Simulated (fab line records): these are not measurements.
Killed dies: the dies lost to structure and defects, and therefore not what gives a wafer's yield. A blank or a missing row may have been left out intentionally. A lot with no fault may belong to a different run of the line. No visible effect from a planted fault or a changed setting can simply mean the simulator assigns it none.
Split-lot study + flow n5 finfet + 39 wafers read from 7 lots, route of 1938 steps

== ABOUT THE SPLIT ==
At N5_DUMMY_GATE_ETCH_37 (etches SOC in N2/H2, target depth 60 nm, overetch 30 nm), the setting source w was moved away from the recipe's 840 W on 15 of the 39 wafers read, by -17.4% to +9.8%. For the rest of the wafers, this setting stayed at what the recipe calls for.

The reading is taken at the split's own step.

== THE READING ==
rf vpp V, in V, at N5_DUMMY_GATE_ETCH_37 (etches SOC in N2/H2, target depth 60 nm, overetch 30 nm). A value of 525.1 V with a standard deviation of 2.5 V is what fault-free wafers of this fab line usually give.

| wafer  | tool, chamber at the split | source w as run, W | against the recipe | rf vpp V, V | against lot-mates on the recipe |
|--------|----------------------------|--------------------|--------------------|-------------|---------------------------------|
| L074.1 | rie diel-05, 2             | 840                | recipe             | 526.9       | -                               |
| L074.2 | rie diel-05, 1             | 840                | recipe             | 526.8       | -                               |
| L074.3 | rie diel-05, 0             | 921.6              | +9.7%              | 511.4       | -15.3                           |
| L074.4 | rie diel-05, 3             | 921.6              | +9.7%              | 505.9       | -20.8                           |
| L074.5 | rie diel-05, 1             | 840                | recipe             | 526.5       | -                               |
| L074.6 | rie diel-05, 0             | 921.6              | +9.7%              | 509.9       | -16.8                           |
| L075.1 | rie diel-03, 0             | 840                | recipe             | 528.8       | -                               |
| L075.2 | rie diel-03, 1             | 922.1              | +9.8%              | 511.7       | -15.0                           |
| L075.3 | rie diel-03, 3             | 922.1              | +9.8%              | 510.9       | -15.8                           |
| L075.4 | rie diel-03, 2             | 922.1              | +9.8%              | 509.6       | -17.1                           |
| L075.5 | rie diel-03, 2             | 840                | recipe             | 524.8       | -                               |
| L075.6 | rie diel-03, 1             | 840                | recipe             | 526.5       | -                               |
| L076.1 | rie diel-06, 0             | 840                | recipe             | 527.4       | -                               |
| L076.2 | rie diel-06, 1             | 840                | recipe             | 527.8       | -                               |
| L076.3 | rie diel-06, 2             | 840                | recipe             | 521.9       | -                               |
| L076.4 | rie diel-06, 3             | 796.2              | -5.2%              | 529.4       | +3.7                            |
| L076.5 | rie diel-06, 3             | 796.2              | -5.2%              | 529.7       | +4.0                            |
| L076.6 | rie diel-06, 0             | 796.2              | -5.2%              | 535.6       | +9.9                            |
| L080.1 | rie diel-05, 1             | 840                | recipe             | 525.4       | -                               |
| L080.2 | rie diel-05, 0             | 840                | recipe             | 527.4       | -                               |
| L080.3 | rie diel-05, 2             | 747.1              | -11.1%             | 547.5       | +21.1                           |
| L080.4 | rie diel-05, 3             | 747.1              | -11.1%             | 543.6       | +17.2                           |
| L080.5 | rie diel-05, 2             | 747.1              | -11.1%             | 547.9       | +21.5                           |
| L080.6 | rie diel-05, 1             | 840                | recipe             | 526.3       | -                               |
| L087.1 | rie diel-03, 3             | 840                | recipe             | 526.7       | -                               |
| L087.2 | rie diel-03, 0             | 693.9              | -17.4%             | 560.3       | +34.4                           |
| L087.3 | rie diel-03, 1             | 693.9              | -17.4%             | 561.1       | +35.2                           |
| L087.4 | rie diel-03, 2             | 840                | recipe             | 524.6       | -                               |
| L087.5 | rie diel-03, 0             | 693.9              | -17.4%             | 561.2       | +35.3                           |
| L087.6 | rie diel-03, 3             | 840                | recipe             | 526.5       | -                               |
| L093.1 | rie diel-03, 2             | 840                | recipe             | 523.6       | -                               |
| L093.2 | rie diel-03, 0             | 840                | recipe             | 526.4       | -                               |
| L093.3 | rie diel-03, 3             | 840                | recipe             | 526.5       | -                               |
| L093.4 | rie diel-03, 3             | 840                | recipe             | 526.1       | -                               |
| L093.5 | rie diel-03, 2             | 840                | recipe             | 525.8       | -                               |
| L093.6 | rie diel-03, 0             | 840                | recipe             | 526.0       | -                               |
| L095.3 | rie diel-05, 2             | 840                | recipe             | 525.4       | -                               |
| L095.4 | rie diel-05, 0             | 840                | recipe             | 527.4       | -                               |
| L095.5 | rie diel-05, 2             | 840                | recipe             | 526.4       | -                               |

THE FIT
A straight line over all 39 wafers: rf vpp V changes by -1.82 V for each +1% of source w; r = -0.98; the points scatter about the line by 2.3 V.
The same after taking each lot's own level away (the mean of its wafers on the recipe; 39 wafers): -1.85 V for each +1%; r = -0.99; scatter 2.2 V.
On that fit, the largest move of source w shifts the reading by 32 V.
Across the lots, their own levels run from 525.70 to 526.73 V, a range of 0.4 times the standard deviation given above.
Consequently the slope shifts little with the lot-to-lot level, the two slopes agreeing.
Check: with one of the wafers moved furthest among these (-17.4%) left out of the fit, the line predicts +31.8 V for it against its lot-mates. Against them it came out at +34.4 V.
Tool readings at the split's step, against how far the setting was moved: rf vpp V r = -0.98.

== FILE'S OWN FIT ==
rf vpp V changes by -1.85 V for each +1% of source w, r = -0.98.
